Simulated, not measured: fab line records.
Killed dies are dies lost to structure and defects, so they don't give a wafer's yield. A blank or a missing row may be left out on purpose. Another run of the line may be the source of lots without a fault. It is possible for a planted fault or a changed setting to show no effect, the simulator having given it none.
A single fault, viewed from 2 desks + flow nandHarc + numbers are kept per desk, each desk with only its own; the story behind them comes last

METROLOGY DESK
Means of the sampled wafers that have a number, per lot and without regard to the tool the lot ran on: this is what the gauges read. If a lot's mean is further than 4 standard deviations from the usual mean, the lot is out of limits and carries the mark OUT (the distance appears in the brackets).
Columns: A = cdNm at NHARC_P_M0_CD_MEAS_09, usual 90.0 nm
| lot  | first seen here | A    |
|------|-----------------|------|
| L712 | day 7 01:23     | 90.7 |
| L714 | day 7 21:20     | 89.8 |
| L715 | day 8 05:20     | 90.5 |
| L716 | day 9 00:52     | 90.0 |
| L718 | day 9 06:50     | 89.7 |
| L719 | day 9 21:52     | 90.6 |
| L720 | day 10 02:10    | 90.5 |
| L721 | day 10 13:32    | 90.0 |
| L728 | day 13 11:43    | 89.8 |
| L730 | day 14 11:11    | 89.5 |
| L732 | day 15 11:49    | 89.6 |
| L733 | day 15 18:14    | 89.8 |
Finding of this desk: none of the 12 lots has anything out of limits.

DESK OF THE TOOL OWNER: lithoTrack-01
The tool's own readings at NHARC_P_M1_SOFTBAKE_04 (time 55 s): means of the sampled wafers that have a number, for each lot that ran on this tool. If a lot's mean is further than 4 standard deviations from the usual mean, the lot is out of limits and carries the mark OUT (the distance appears in the brackets).
Columns: A = heaterPowerTotalW at NHARC_P_M1_SOFTBAKE_04, usual 188.45 W; B = plateTempC at NHARC_P_M1_SOFTBAKE_04, usual 104.99 C
| lot  | first seen here | A                | B      |
|------|-----------------|------------------|--------|
| L712 | day 7 05:00     | 188.36           | 104.94 |
| L716 | day 9 04:00     | 188.49           | 105.09 |
| L718 | day 9 10:00     | 188.41           | 105.06 |
| L719 | day 10 01:00    | 188.38           | 105.07 |
| L721 | day 10 17:00    | 188.41           | 105.06 |
| L728 | day 13 15:00    | 191.27 (+19) OUT | 104.93 |
| L730 | day 14 14:00    | 190.92 (+16) OUT | 105.08 |
This desk's finding: out of limits on L728, L730; first on L728, day 13 15:00 (heaterPowerTotalW at NHARC_P_M1_SOFTBAKE_04). L712, L716, L718, L719, L721: within limits.

BROUGHT TOGETHER
An alarm could have come from the tool owner's desk at day 13 15:00, on L728, L730.
At the metrology desk, nothing out of limits was observed.
The metrology desk holds a record of L728, L730, inside its limits.
Of the lots named, all ran NHARC_P_M1_SOFTBAKE_04 on lithoTrack-01.

WHAT WAS PUT IN BY THE SIMULATOR
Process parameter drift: lithoTrack-01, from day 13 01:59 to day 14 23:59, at NHARC_P_M1_SOFTBAKE_04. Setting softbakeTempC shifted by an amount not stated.
Struck lots among those shown: L728, L730.
Delay in hours, fault start to first out-of-limits reading, by desk: the tool owner's desk at 13.
